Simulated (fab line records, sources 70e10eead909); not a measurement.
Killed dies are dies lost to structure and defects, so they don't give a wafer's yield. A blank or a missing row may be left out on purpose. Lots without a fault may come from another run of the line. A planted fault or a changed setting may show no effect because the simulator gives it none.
Chamber matching | flow nand_harc | NHARC_P_BONDPAD_STRIP_15 on rie_diel-11: 4 sister chambers
The step strips in O2. 14 wafers are shown with their chamber, then 7 later ones without.

WAFERS WITH THEIR CHAMBER
wafer  | chamber | drypump_motor_current_A (A) | o2_flow_sccm (sccm) | rf_vpp_V (V)
L656.2 | 1       | 5.3                         | 499.5               | 57.0
L656.3 | 3       | 4.9                         | 501.2               | 57.7
L656.4 | 0       | 6.5                         | 498.6               | 57.1
L659.2 | 1       | 5.3                         | 499.4               | 59.1
L659.5 | 0       | 6.5                         | 498.3               | 58.6
L659.6 | 1       | 5.3                         | 498.0               | 57.2
L660.1 | 3       | 4.9                         | 502.4               | 56.4
L660.4 | 1       | 5.3                         | 498.9               | 57.0
L660.6 | 1       | 5.3                         | 498.4               | 56.7
L666.1 | 2       | 5.5                         | 501.8               | 56.2
L666.2 | 1       | 5.3                         | 500.6               | 56.4
L666.3 | 0       | 6.6                         | 501.1               | 58.7
L667.4 | 0       | 6.5                         | 503.0               | 56.7
L667.5 | 1       | 5.3                         | 498.6               | 56.9

SIGNATURES (means of the wafers above)
reading                 | chamber 0 | chamber 1 | chamber 2 | chamber 3 | scatter within a chamber
drypump_motor_current_A | 6.525     | 5.300     | 5.500     | 4.900     | 0.0274
o2_flow_sccm            | 500.250   | 499.057   | 501.800   | 501.800   | 1.41
rf_vpp_V                | 57.775    | 57.186    | 56.200    | 57.050    | 0.931
Rule: a wafer's distance from a chamber is the root of the sum, over the readings, of the square of ((its reading less the chamber's mean) divided by the reading's scatter). The wafer belongs to the nearest chamber; if the next one is less than 2 further off, it can't be placed. The scatter: the root of (the sum of the squares of (reading less its chamber's mean) over the shown wafers, divided by (wafers less chambers)).

WAFERS WITHOUT THEIR CHAMBER
wafer  | drypump_motor_current_A (A) | o2_flow_sccm (sccm) | rf_vpp_V (V)
L667.6 | 6.6                         | 500.7               | 59.1
L668.1 | 5.3                         | 498.9               | 57.8
L668.3 | 6.5                         | 500.4               | 58.0
L668.4 | 5.5                         | 500.6               | 57.4
L675.1 | 5.5                         | 503.7               | 58.0
L675.2 | 5.3                         | 497.5               | 56.9
L675.5 | 4.9                         | 502.2               | 56.9

WHICH CHAMBER EACH WENT THROUGH
wafer  | from the rows above | in truth
L667.6 | 0                   | 0
L668.1 | 1                   | 1
L668.3 | 0                   | 0
L668.4 | 2                   | 2
L675.1 | 2                   | 2
L675.2 | 1                   | 1
L675.5 | 3                   | 3
Placed correctly: 7 of 7. Can't be placed from these rows: 0. Placed wrongly: 0.
